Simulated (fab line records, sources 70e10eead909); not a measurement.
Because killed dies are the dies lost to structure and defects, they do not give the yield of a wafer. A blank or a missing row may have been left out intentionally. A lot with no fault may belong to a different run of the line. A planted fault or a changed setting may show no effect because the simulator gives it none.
fab line records | flow nand-harc
record: lots: 14 wafers: 42 last-day: 33
route steps=1302 shown A_ZERO_WELL@411 A_ONON_D1@427 END@1302
lots with no fault: from the same line, run without faults
start-h: hours from the record's first day to the start of the lot's first wafer shown | wait-h: how many hours have passed since the lot's step before this one | " the same as in the row above | L1.1+2: several wafers, shown together as one row | - no value, or no start given | * or withheld: withheld | < > ~ a bound
route shown NAME@n: NAME is a module with steps in the file, n the number in the route of the first one | usual: mean/standard deviation taken from wafers without a fault | same: alike in all rows | chamber/n: place in a boat | sites: readings site by site | _std_site: how widely they spread, as a standard deviation | _edge_site: inner sites' mean taken away from outer sites' mean | radius-mm: for every site, how far away it sits from the centre of the wafer | mask NAME#n: copy n | behind: the most recent tool/chamber to have shaped the wafer | hold: reason for holding the lot/hours on hold/outcome of the hold | device: which transistor (n, p or np) failed to switch | end of line: at the end of the route, the tests of the same wafers | a step with no rows: only its recipe | killed: the dies lost at the first sort to structure and to defects; this is not the yield of the wafer | map: per-die view of a wafer (x killed, . not killed, _ where there is no die)
set.NAME: the setting the step ran with; set.NAME@STEP: the setting that earlier step ran with | model.NAME: the simulator's own value behind a step, which no gauge read
a sample of lots followed through the steps of the route, with each step as a table and each wafer as a row
services: when a tool's chamber went out of use (start-h, in hours from the record's first day, below 0 if earlier), for how many hours, and the reason
== steps ==
step: NHARC_A_ZERO_WELL_RTA_16
recipe: temp-c: 1000 time-s: 10
usual: lamp-power-pct: 27.9/1 lamp_zone_6_pct: 27.8/1 wafer_temp_C_max: 1008.5/1.4
columns lot.wafer tool chamber start-h wait-h lamp-power-pct lamp_zone_6_pct wafer_temp_C_max
L661.3 rtp-anneal-01 0 137.24 - 26.7 26.6 1007.9
L661.4 " 0 " " 26.7 26.6 1006.1
L661.6 " 0 " " 26.7 26.7 1009.5
L662.3 rtp-anneal-02 0 154.54 - 28.7 28.7 1008.0
L662.4 " 0 " " 28.7 28.7 1006.0
L662.5 " 0 " " 28.7 28.7 1008.4
L663.4 rtp-anneal-01 0 158.71 - 26.7 26.6 1011.4
L663.5 " 0 " " 26.7 26.6 1007.9
L663.6 " 0 " " 26.7 26.7 1006.5
L664.1 rtp-anneal-02 0 174.76 - 28.8 28.7 1009.0
L664.2 " 0 " " 28.8 28.7 1008.0
L664.4 " 0 " " 28.7 28.7 1007.8
L665.2 rtp-anneal-02 0 182.54 - 28.8 28.7 1007.6
L665.4 " 0 " " 28.7 28.7 1009.2
L665.6 " 0 " " 28.8 28.6 1009.5
L667.1 rtp-anneal-02 0 198.18 - 28.7 28.7 1007.0
L667.4 " 0 " " 28.7 28.6 1009.2
L667.5 " 0 " " 28.7 28.7 1006.9
L668.1 rtp-anneal-01 0 208.51 - 26.6 26.6 1008.1
L668.2 " 0 " " 26.7 26.6 1007.4
L668.4 " 0 " " 26.7 26.6 1009.6
L669.1 rtp-anneal-02 0 221.74 - 28.7 28.7 1008.5
L669.4 " 0 " " 28.8 28.7 1008.5
L669.6 " 0 " " 28.7 28.6 1010.0
L670.1 rtp-anneal-01 0 234.89 - 26.7 26.6 1007.0
L670.4 " 0 " " 26.7 26.6 1009.9
L670.6 " 0 " " 26.7 26.6 1006.9
L673.3 rtp-anneal-01 0 255.69 - 26.7 26.7 1007.8
L673.4 " 0 " " 26.7 26.7 1006.5
L673.6 " 0 " " 26.6 26.6 1008.6
L675.2 rtp-anneal-01 0 287.06 - 26.7 26.6 1009.3
L675.5 " 0 " " 26.7 26.6 1009.6
L675.6 " 0 " " 26.7 26.6 1010.7
L677.1 rtp-anneal-02 0 298.87 - 28.7 28.6 1008.1
L677.2 " 0 " " 28.7 28.7 1009.0
L677.6 " 0 " " 28.7 28.7 1006.1
L678.2 rtp-anneal-02 0 310.24 - 28.7 28.7 1007.4
L678.3 " 0 " " 28.7 28.6 1008.5
L678.5 " 0 " " 28.7 28.6 1008.1
L684.1 rtp-anneal-02 0 367.84 - 28.7 28.6 1008.1
L684.2 " 0 " " 28.7 28.6 1007.0
L684.5 " 0 " " 28.7 28.6 1007.4
step: NHARC_A_ONON_D1_THK_MEAS_05
recipe: thk-meas-gauge: ellipsometry
usual: thk-nm: 998/8.1
columns lot.wafer tool chamber start-h wait-h thk-nm
L661.3 film-metro-02 - 158.97 - 999
L661.4 " - " " 997
L661.6 " - " " 998
L662.3 film-metro-02 - 176.32 - 1008
L662.4 " - " " 1006
L662.5 " - " " 1005
L663.4 film-metro-01 - 180.58 - 1006
L663.5 " - " " 1004
L663.6 " - " " 1002
L664.1 film-metro-02 - 196.98 - 989
L664.2 " - " " 990
L664.4 " - " " 991
L665.2 film-metro-01 - 205.45 - 1006
L665.4 " - " " 1006
L665.6 " - " " 1005
L667.1 film-metro-02 - 218.99 - 1007
L667.4 " - " " 1007
L667.5 " - " " 1005
L668.1 film-metro-02 - 234.20 - 1005
L668.2 " - " " 1005
L668.4 " - " " 1004
L669.1 film-metro-01 - 247.19 - 995
L669.4 " - " " 994
L669.6 " - " " 995
L670.1 film-metro-02 - 260.36 - 1009
L670.4 " - " " 1008
L670.6 " - " " 1009
L673.3 film-metro-02 - 277.27 - 986
L673.4 " - " " 986
L673.6 " - " " 985
L675.2 film-metro-02 - 309.04 - 979
L675.5 " - " " 979
L675.6 " - " " 981
L677.1 film-metro-02 - 322.75 - 1004
L677.2 " - " " 1003
L677.6 " - " " 1004
L678.2 film-metro-01 - 330.95 - 1006
L678.3 " - " " 1008
L678.5 " - " " 1008
L684.1 film-metro-02 - 391.57 - 991
L684.2 " - " " 991
L684.5 " - " " 991
step: NHARC_A_ONON_D1_DEP_06
recipe: target-thk-a: 10000 n2-flow-sccm: 2750 n2o-flow-sccm: 2000 nh3-flow-sccm: 500 sih4-flow-sccm: 210 temp-c: 400
columns lot.wafer tool chamber start-h wait-h
L661.3+4+6 pecvd-onon-02 0 159.14 0.2
L662.3+4+5 pecvd-onon-03 0 176.49 0.2
L663.4+5+6 pecvd-onon-02 0 180.81 0.2
L664.1+2+4 pecvd-onon-01 0 197.03 0.1
L665.2+4+6 pecvd-onon-01 0 205.56 0.1
L667.1+4+5 pecvd-onon-01 0 219.04 0.1
L668.1+2+4 pecvd-onon-01 0 234.25 0.1
L669.1+4+6 pecvd-onon-02 0 247.25 0.1
L670.1+4+6 pecvd-onon-02 0 260.41 0.1
L673.3+4+6 pecvd-onon-02 0 277.45 0.2
L675.2+5+6 pecvd-onon-01 0 309.15 0.1
L677.1+2+6 pecvd-onon-01 0 322.81 0.1
L678.2+3+5 pecvd-onon-03 0 331.06 0.1
L684.1+2+5 pecvd-onon-03 0 391.62 0.1
step: NHARC_A_ONON_D1_THK_MEAS_08
recipe: thk-meas-gauge: ellipsometry
usual: thk-nm: 999/7.5
columns lot.wafer tool chamber start-h wait-h thk-nm
L661.3 film-metro-01 - 159.53 - 997
L661.4 " - " " 995
L661.6 " - " " 996
L662.3 film-metro-02 - 176.88 - 998
L662.4 " - " " 998
L662.5 " - " " 998
L663.4 film-metro-01 - 181.15 - 994
L663.5 " - " " 993
L663.6 " - " " 995
L664.1 film-metro-01 - 197.55 - 992
L664.2 " - " " 991
L664.4 " - " " 990
L665.2 film-metro-02 - 206.01 - 1009
L665.4 " - " " 1007
L665.6 " - " " 1007
L667.1 film-metro-01 - 219.55 - 996
L667.4 " - " " 997
L667.5 " - " " 996
L668.1 film-metro-01 - 234.77 - 995
L668.2 " - " " 995
L668.4 " - " " 994
L669.1 film-metro-01 - 247.76 - 1008
L669.4 " - " " 1005
L669.6 " - " " 1008
L670.1 film-metro-01 - 260.92 - 997
L670.4 " - " " 998
L670.6 " - " " 998
L673.3 film-metro-01 - 277.84 - 1008
L673.4 " - " " 1009
L673.6 " - " " 1008
L675.2 film-metro-01 - 309.60 - 1657
L675.5 " - " " 1656
L675.6 " - " " 1656
L677.1 film-metro-02 - 323.31 - 1662
L677.2 " - " " 1662
L677.6 " - " " 1661
L678.2 film-metro-02 - 331.52 - 991
L678.3 " - " " 989
L678.5 " - " " 991
L684.1 film-metro-01 - 392.14 - 1017
L684.2 " - " " 1017
L684.5 " - " " 1017
step: NHARC_END_SORT_01
recipe: temp-c: 25
usual: killed-at-array: 60/21 killed-at-other: 1.0/1.2 killed-at-periphery: 4.2/2.8 killed-dies: 65/20 killed-open: 3.1/1.8 killed-short: 2.6/1.6
same: gross-dies: 677
columns lot.wafer tool chamber start-h wait-h killed-at-array killed-at-other killed-at-periphery killed-dies killed-open killed-short
L675.2 prober-02 0 694.23 2.8 670 1 6 677 4 2
L675.5 prober-02 0 696.64 3.7 669 1 7 677 5 4
L675.6 prober-02 0 697.44 4.0 670 0 7 677 3 3
L677.1 prober-02 0 735.54 2.5 669 0 8 677 4 2
L677.2 prober-02 0 736.34 2.8 673 0 4 677 2 4
L677.6 prober-02 0 739.56 4.0 671 0 6 677 3 4
killed by level:class
L675.2 A_ONON_D1:area-dep=627 A_CHANNEL_HOLE_D1:chamber-film-flake=31 A_CONTACT:chamber-film-flake=5 P_STI:chamber-film-flake=4 A_STAIRCASE:chamber-film-flake=2 P_STI:geometric-particle:short=1 P_M0:geometric-particle:open=1 A_DECK1_JOINT:geometric-particle:open=1
L675.5 A_ONON_D1:area-dep=626 A_CHANNEL_HOLE_D1:chamber-film-flake=27 A_CONTACT:chamber-film-flake=5 P_STI:chamber-film-flake=3 A_STAIRCASE:chamber-film-flake=3 P_CONTACT:chamber-film-flake=2 P_M0:geometric-particle:open=1 P_M2:geometric-particle:short=1
L675.6 A_ONON_D1:area-dep=620 A_CHANNEL_HOLE_D1:chamber-film-flake=32 A_CONTACT:chamber-film-flake=8 A_SGD_CUT:geometric-particle:open=2 P_STI:chamber-film-flake=2 P_GATE:chamber-film-flake=2 A_STAIRCASE:chamber-film-flake=2 A_SLIT:chamber-film-flake=2
L677.1 A_ONON_D1:area-dep=589 A_SLIT:chamber-film-flake=34 A_CHANNEL_HOLE_D1:chamber-film-flake=22 A_CHANNEL_HOLE_D2:chamber-film-flake=11 A_CONTACT:chamber-film-flake=7 P_STI:chamber-film-flake=4 P_CONTACT:geometric-particle:short=1 P_CONTACT:geometric-particle:open=1
L677.2 A_ONON_D1:area-dep=593 A_CHANNEL_HOLE_D1:chamber-film-flake=27 A_CHANNEL_HOLE_D2:chamber-film-flake=21 A_SLIT:chamber-film-flake=19 A_CONTACT:chamber-film-flake=5 A_STAIRCASE:chamber-film-flake=3 P_CONTACT:geometric-particle:short=2 A_ONON_D2:geometric-particle:short=1
L677.6 A_ONON_D1:area-dep=580 A_CHANNEL_HOLE_D1:chamber-film-flake=37 A_SLIT:chamber-film-flake=29 A_CHANNEL_HOLE_D2:chamber-film-flake=12 A_CONTACT:chamber-film-flake=7 P_ZERO_WELL:chamber-film-flake=3 A_ONON_D2:geometric-particle:short=2 P_M1:chamber-film-flake=2
== services ==
columns tool chamber start-h hours kind
pecvd-onon-03 - 156.73 3.8 repair
pecvd-onon-02 - 185.29 13.0 pm
pecvd-onon-03 - 227.29 13.0 pm
pecvd-onon-01 - 269.04 13.0 pm
pecvd-onon-02 - 366.29 13.0 pm
rtp-anneal-01 - 372.00 12.0 pm
== key ==
first-sign: step: NHARC_A_ONON_D1_THK_MEAS_08 reading: thk-nm direction: up sigmas: 88 usual: 999 struck: 1659
effect: step: NHARC_END_SORT_01 reading: killed-dies direction: up sigmas: 31 usual: 65 struck: 677
more-kills-born-at: NHARC_A_ONON_D1_DEP_06@pecvd-onon-01: 3635
met-at NHARC_A_ONON_D1_DEP_06
struck-lots L675,L677
later-rows-left-out L675.2,L675.5,L675.6,L677.1,L677.2,L677.6
tester-left-out L675,L677
not-acting-at NHARC_A_ZERO_WELL_RTA_16,NHARC_A_ONON_D1_THK_MEAS_05
onset-between 234.25 309.15
fault: kind: process-parameter-drift tool: pecvd-onon-01 chamber: - onset-h: 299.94 steps: NHARC_A_ONON_D1_DEP_06 channel: target-thk-a offset: * shape: step end-h: 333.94 acts-in: * stated: *
tester-left-out: of these lots the tester's yield and bins aren't shown, on N5 and GAA mostly nor the transistor test; their killed dies are dies lost to structure and defects alone, not to doping, threshold or leakage, so they don't give the yield
later-rows-left-out: the simulator's readings of these wafers behind a module that went badly wrong aren't trusted and aren't shown, but for the sort
